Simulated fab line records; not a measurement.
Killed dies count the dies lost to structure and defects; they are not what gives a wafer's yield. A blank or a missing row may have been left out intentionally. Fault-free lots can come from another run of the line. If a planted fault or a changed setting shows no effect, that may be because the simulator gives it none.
Split-lot experiment | flow n5_finfet | 7 lots, 21 wafers read, on a route of 1938 steps

THE SPLIT ITSELF
At N5_BEOL_M7_EXPOSE_25 (exposes mask V6, target cd 40 nm), the setting dose_mj was moved away from the recipe's 42.5 on 7 of the 21 wafers read, by -5.9% to +5.6%. The other wafers ran this setting at the recipe's value.

FROM THE SPLIT TO THE READING: what the file shows between them, 2 steps
- N5_BEOL_M7_PEB_26: peb time 60 s
- N5_BEOL_M7_DEVELOP_27: develop time 30 s

THE READING
At N5_BEOL_M7_CD_MEAS_28: cd_nm in nanometres, against a target cd of 40 nm. A value of 39.97 nm with a standard deviation of 0.26 nm is what fault-free wafers of this fab line usually give.

wafer  | tool, chamber at the split | dose_mj as run | against the recipe | cd_nm, nm | against lot-mates on the recipe
L074.1 | euv_scanner-01, 0          | 42.5           | recipe             | 39.64     | -
L074.4 | euv_scanner-01, 0          | 42.5           | recipe             | 39.98     | -
L074.6 | euv_scanner-01, 0          | 42.5           | recipe             | 40.08     | -
L078.1 | euv_scanner-01, 0          | 42.5           | recipe             | 39.98     | -
L078.2 | euv_scanner-01, 0          | 39.99          | -5.9%              | 38.99     | -0.99
L078.5 | euv_scanner-01, 0          | 39.99          | -5.9%              | 38.91     | -1.07
L081.1 | euv_scanner-01, 0          | 42.5           | recipe             | 39.88     | -
L081.4 | euv_scanner-01, 0          | 42.5           | recipe             | 40.22     | -
L081.6 | euv_scanner-01, 0          | 44.88          | +5.6%              | 41.63     | +1.58
L084.2 | euv_scanner-02, 0          | 42.5           | recipe             | 39.98     | -
L084.3 | euv_scanner-02, 0          | 42.5           | recipe             | 39.64     | -
L084.6 | euv_scanner-02, 0          | 42.5           | recipe             | 39.93     | -
L083.1 | euv_scanner-02, 0          | 40.11          | -5.6%              | 38.70     | -1.17
L083.2 | euv_scanner-02, 0          | 42.5           | recipe             | 39.87     | -
L083.4 | euv_scanner-02, 0          | 40.11          | -5.6%              | 38.44     | -1.43
L093.3 | euv_scanner-01, 0          | 42.5           | recipe             | 40.28     | -
L093.4 | euv_scanner-01, 0          | 42.5           | recipe             | 40.44     | -
L093.6 | euv_scanner-01, 0          | 42.5           | recipe             | 39.92     | -
L094.1 | euv_scanner-02, 0          | 44.47          | +4.6%              | 41.00     | +1.24
L094.5 | euv_scanner-02, 0          | 42.5           | recipe             | 39.76     | -
L094.6 | euv_scanner-02, 0          | 44.47          | +4.6%              | 41.12     | +1.36

THE FIT
A straight line over all 21 wafers: cd_nm changes by +0.229 nm for each +1% of dose_mj; r = +0.95; the points scatter about the line by 0.24 nm.
The same after taking each lot's own level away (the mean of its wafers on the recipe; 21 wafers): +0.233 nm for each +1%; r = +0.97; scatter 0.2 nm.
According to that fit, moving dose_mj by its largest amount changes the reading by 1.4 nm.
Across the lots, their own levels run from 39.760 to 40.213 nm, a range of 1.7 times the standard deviation given above.
The two slopes are in agreement: the lot-to-lot level therefore moves the slope only a little.
Check: with one of the wafers moved furthest among these (-5.9%) left out of the fit, the line predicts -1.38 nm for it against its lot-mates. It came out at -0.99 nm against them.

THE WHOLE CHAIN: every reading that the file lists as answering this split, in the file's order
step                   | what it does                                                        | reading                                                        | change (the file's fit)               | r (the file's)
N5_BEOL_M7_CD_MEAS_28  | target cd 40 nm                                                     | cd_nm                                                          | +0.237 nm for each +1% of the setting | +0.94
N5_BEOL_M7_DESCUM_33   | chemistry O2, time 7 s                                              | BEOL_M7.cd_nm (the simulator's own value, which no gauge read) | +0.23 nm for each +1% of the setting  | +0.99
N5_BEOL_M7_ETCH_65     | etches SiARC in CF4, target depth 15.6 nm, time 26 s                | BEOL_M7.cd_nm (the simulator's own value, which no gauge read) | +0.217 nm for each +1% of the setting | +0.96
N5_BEOL_M7_ETCH_66     | etches SOC in N2/H2, target depth 80 nm, overetch 16 nm, time 120 s | BEOL_M7.cd_nm (the simulator's own value, which no gauge read) | +0.204 nm for each +1% of the setting | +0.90
N5_BEOL_M7_VIA_ETCH_34 | etches SiCOH lowk in C4F6/O2, target depth 125.5 nm, time 50.5 s    | BEOL_M7.cd_nm (the simulator's own value, which no gauge read) | +0.255 nm for each +1% of the setting | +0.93

FILE'S OWN FIT
cd_nm changes by +0.237 nm for each +1% of dose_mj, r = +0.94.
